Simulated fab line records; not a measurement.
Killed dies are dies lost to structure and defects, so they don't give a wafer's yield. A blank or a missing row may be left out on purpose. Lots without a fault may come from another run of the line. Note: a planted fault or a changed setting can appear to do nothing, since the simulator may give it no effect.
Lot-split experiment :: flow n5-finfet :: 21 wafers read across 7 lots, on a route 1938 steps long

== THE SPLIT ITSELF ==
At N5_BEOL_M9_COAT_60 (time 60 s, resist thk 30 nm), the setting spin-rpm was moved away from the recipe's 1500 rpm on 8 of the 21 wafers read, by -7.4% to +8.3%. All remaining wafers had this setting at the recipe value.

== FROM THE SPLIT TO THE READING: what the file shows between them, 3 steps ==
- N5_BEOL_M9_COAT_05: resist thk 90 nm
- N5_BEOL_M9_EBR_07
- N5_BEOL_M9_DESCUM_16: chemistry O2, time 7.9 s

== THE READING ==
etch.depth-nm (the simulator's own value, which no gauge read), in nm, at N5_BEOL_M9_ETCH_61 (etches SiARC in CF4, target depth 39 nm, time 65 s). The file gives no usual value for it. The 13 wafers here that ran the recipe average 30.00 nm, standard deviation 0.087 nm.

wafer: L074.3
tool, chamber at the split: litho-track-01, 0
spin-rpm as run, rpm: 1457
against the recipe: -2.9%
etch.depth-nm, nm: 30.5
against lot-mates on the recipe: +0.39

wafer: L074.4
tool, chamber at the split: litho-track-01, 0
spin-rpm as run, rpm: 1500
against the recipe: recipe
etch.depth-nm, nm: 30.11
against lot-mates on the recipe: -

wafer: L074.6
tool, chamber at the split: litho-track-01, 0
spin-rpm as run, rpm: 1500
against the recipe: recipe
etch.depth-nm, nm: 30.11
against lot-mates on the recipe: -

wafer: L083.2
tool, chamber at the split: litho-track-03, 0
spin-rpm as run, rpm: 1500
against the recipe: recipe
etch.depth-nm, nm: 29.9
against lot-mates on the recipe: -

wafer: L083.3
tool, chamber at the split: litho-track-03, 0
spin-rpm as run, rpm: 1500
against the recipe: recipe
etch.depth-nm, nm: 29.97
against lot-mates on the recipe: -

wafer: L083.6
tool, chamber at the split: litho-track-03, 0
spin-rpm as run, rpm: 1500
against the recipe: recipe
etch.depth-nm, nm: 30
against lot-mates on the recipe: -

wafer: L084.1
tool, chamber at the split: litho-track-01, 0
spin-rpm as run, rpm: 1500
against the recipe: recipe
etch.depth-nm, nm: 30.04
against lot-mates on the recipe: -

wafer: L084.2
tool, chamber at the split: litho-track-01, 0
spin-rpm as run, rpm: 1500
against the recipe: recipe
etch.depth-nm, nm: 30.03
against lot-mates on the recipe: -

wafer: L084.5
tool, chamber at the split: litho-track-01, 0
spin-rpm as run, rpm: 1500
against the recipe: recipe
etch.depth-nm, nm: 29.95
against lot-mates on the recipe: -

wafer: L085.1
tool, chamber at the split: litho-track-03, 0
spin-rpm as run, rpm: 1500
against the recipe: recipe
etch.depth-nm, nm: 29.81
against lot-mates on the recipe: -

wafer: L085.2
tool, chamber at the split: litho-track-03, 0
spin-rpm as run, rpm: 1625
against the recipe: +8.3%
etch.depth-nm, nm: 28.74
against lot-mates on the recipe: -1.07

wafer: L085.6
tool, chamber at the split: litho-track-03, 0
spin-rpm as run, rpm: 1625
against the recipe: +8.3%
etch.depth-nm, nm: 28.75
against lot-mates on the recipe: -1.06

wafer: L089.1
tool, chamber at the split: litho-track-04, 0
spin-rpm as run, rpm: 1565
against the recipe: +4.3%
etch.depth-nm, nm: 29.32
against lot-mates on the recipe: -0.73

wafer: L089.2
tool, chamber at the split: litho-track-04, 0
spin-rpm as run, rpm: 1500
against the recipe: recipe
etch.depth-nm, nm: 30.05
against lot-mates on the recipe: -

wafer: L089.4
tool, chamber at the split: litho-track-04, 0
spin-rpm as run, rpm: 1565
against the recipe: +4.3%
etch.depth-nm, nm: 29.4
against lot-mates on the recipe: -0.65

wafer: L092.2
tool, chamber at the split: litho-track-04, 0
spin-rpm as run, rpm: 1500
against the recipe: recipe
etch.depth-nm, nm: 30.07
against lot-mates on the recipe: -

wafer: L092.4
tool, chamber at the split: litho-track-04, 0
spin-rpm as run, rpm: 1420
against the recipe: -5.3%
etch.depth-nm, nm: 30.84
against lot-mates on the recipe: +0.76

wafer: L092.6
tool, chamber at the split: litho-track-04, 0
spin-rpm as run, rpm: 1500
against the recipe: recipe
etch.depth-nm, nm: 30.09
against lot-mates on the recipe: -

wafer: L096.2
tool, chamber at the split: litho-track-03, 0
spin-rpm as run, rpm: 1389
against the recipe: -7.4%
etch.depth-nm, nm: 31.1
against lot-mates on the recipe: +1.18

wafer: L096.4
tool, chamber at the split: litho-track-03, 0
spin-rpm as run, rpm: 1389
against the recipe: -7.4%
etch.depth-nm, nm: 30.93
against lot-mates on the recipe: +1.01

wafer: L096.5
tool, chamber at the split: litho-track-03, 0
spin-rpm as run, rpm: 1500
against the recipe: recipe
etch.depth-nm, nm: 29.92
against lot-mates on the recipe: -

THE FIT
A straight line over all 21 wafers: etch.depth-nm changes by -0.147 nm for each +1% of spin-rpm; r = -0.99; the points scatter about the line by 0.085 nm.
The same after taking each lot's own level away (the mean of its wafers on the recipe; 21 wafers): -0.14 nm for each +1%; r = -0.99; scatter 0.06 nm.
According to that fit, moving spin-rpm by its largest amount changes the reading by 1.2 nm.
The span of the lots' own levels, 29.810 to 30.110 nm, comes to 3.5 times the standard deviation stated above.
Hence the lot-to-lot level has little effect on the slope; both slopes agree.
Check: with one of the wafers moved furthest among these (+8.3%) left out of the fit, the line predicts -1.19 nm for it against its lot-mates. It came out at -1.07 nm against them.

== OTHER SPLITS APPLIED TO THESE WAFERS ==
These wafers also went through other splits before the reading. Each is held against what the fit with the lots' levels taken away leaves over:
other split on the same wafers: N5_BEOL_M8_ETCH_62 source-w
wafers away from the commonest value: 6
r with etch.depth-nm (lot level and that fit taken away): -0.06

== THE WHOLE CHAIN: every reading that the file lists as answering this split, in the file's order ==
step: N5_BEOL_M9_COAT_60
what it does: time 60 s, resist thk 30 nm
reading: SiARC_of_BEOL_M9_COAT_60.thk-nm (the simulator's own value, which no gauge read)
change (the file's fit): -0.132 nm for each +1% of the setting
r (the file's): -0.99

step: N5_BEOL_M9_ETCH_61
what it does: etches SiARC in CF4, target depth 39 nm, time 65 s
reading: CAR-ArF_of_BEOL_M9_COAT_05.thk-nm (the simulator's own value, which no gauge read)
change (the file's fit): +0.15 nm for each +1% of the setting
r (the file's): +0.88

step: N5_BEOL_M9_ETCH_61
what it does: etches SiARC in CF4, target depth 39 nm, time 65 s
reading: etch.depth-nm (the simulator's own value, which no gauge read)
change (the file's fit): -0.14 nm for each +1% of the setting
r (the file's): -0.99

== THE FILE'S OWN FIT ==
etch.depth-nm changes by -0.14 nm for each +1% of spin-rpm, r = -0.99.
